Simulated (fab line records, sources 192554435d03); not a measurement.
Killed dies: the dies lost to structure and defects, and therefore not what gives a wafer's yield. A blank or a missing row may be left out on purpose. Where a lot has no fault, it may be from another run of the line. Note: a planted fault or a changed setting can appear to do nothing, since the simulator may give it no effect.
One fault seen from 3 desks	flow n5Finfet	what lay behind the numbers comes last; until then each desk has only its own

DESK OF THE TOOL OWNER: rieSi-03
The tool's own readings at N5_FIN_CUT_CUT_ETCH_28 (etches Si in HBr/Cl2/O2, target depth 6 nm, time 2.4 s): means of the sampled wafers that have a number, for each lot that ran on this tool. A lot is out of limits, marked OUT, if its mean lies more than 4 standard deviations from the usual mean; the brackets give that distance.
Columns: A = O2_flow_sccm at N5_FIN_CUT_CUT_ETCH_28, usual 12.00 sccm; B = drypumpMotorCurrentA at N5_FIN_CUT_CUT_ETCH_28, usual 5.7 A; C = mfcCl2Sccm at N5_FIN_CUT_CUT_ETCH_28, usual 79.97 sccm; D = oesProductAu at N5_FIN_CUT_CUT_ETCH_28, usual 0.996 a.u.; E = throttleValvePct at N5_FIN_CUT_CUT_ETCH_28, usual 37.4 %
lot	first seen here	A	B	C	D	E
L959	day 2 15:19	12.02	5.6	80.24	0.994	37.5
L967	day 4 15:53	12.03	6.2	79.95	0.983	37.9
L970	day 5 12:01	12.01	6.1	79.94	1.002	37.8
L971	day 5 16:09	12.02	5.6	79.94	1.004	36.9
L972	day 5 22:47	12.01	6.1	79.93	1.025	37.5
Result from this desk: across the 5 lots, nothing is out of limits.

THE METROLOGY DESK
Lot by lot, what the gauges showed, no matter which tool ran the lot: averages of those sampled wafers that carry a number. A lot is out of limits, marked OUT, if its mean lies more than 4 standard deviations from the usual mean; the brackets give that distance. Of its 10 readings 7 are shown: those that lie furthest out on some lot.
Columns: A = DIBL_P at N5_BEOL_M4_RC_MEAS_101, usual 36.5 mV/V; B = IOFF_P at N5_BEOL_M4_RC_MEAS_101, usual 0.22 nA/um; C = ION_N at N5_BEOL_M4_RC_MEAS_101, usual 675 uA/um; D = ION_P at N5_BEOL_M4_RC_MEAS_101, usual 463 uA/um; E = SS_P at N5_BEOL_M4_RC_MEAS_101, usual 73.4 mV/dec; F = VT_N at N5_BEOL_M4_RC_MEAS_101, usual 250 mV; G = VT_P at N5_BEOL_M4_RC_MEAS_101, usual -250 mV
lot	first seen here	A	B	C	D	E	F	G
L959	day 8 01:40	37.5	0.24	673	465	73.9	249	-247
L967	day 10 10:58	40.2	0.28	674	466	74.1	248	-248
L970	day 11 16:21	34.6	0.16	672	458	72.5	254	-255
L971	day 11 17:09	37.2	0.18	681	463	73.0	251	-256
L973	day 12 07:58	36.0	0.19	658	458	73.1	253	-251
L972	day 12 10:06	34.9	0.18	667	454	74.0	253	-252
Result from this desk: across the 6 lots, nothing is out of limits.

THE DEFECT DESK
Counts from the inspections along the route, per lot, as means over the sampled wafers that have a number. A lot is out of limits, marked OUT, if its mean lies more than 4 standard deviations from the usual mean; the brackets give that distance.
Columns: A = rawDefectCount at N5_FIN_CUT_INSPECT_10, usual 42
lot	first seen here	A
L959	day 2 14:36	35
L967	day 4 15:10	43
L970	day 5 11:18	35
L971	day 5 15:26	33
L972	day 5 21:55	33
L973	day 6 03:38	34
Result from this desk: across the 6 lots, nothing is out of limits.

TAKEN TOGETHER
The desk of the tool owner found nothing out of limits.
At the metrology desk, nothing out of limits was observed.
Nothing the defect desk looked at was out of limits.

WHAT THE SIMULATOR HAD PUT IN
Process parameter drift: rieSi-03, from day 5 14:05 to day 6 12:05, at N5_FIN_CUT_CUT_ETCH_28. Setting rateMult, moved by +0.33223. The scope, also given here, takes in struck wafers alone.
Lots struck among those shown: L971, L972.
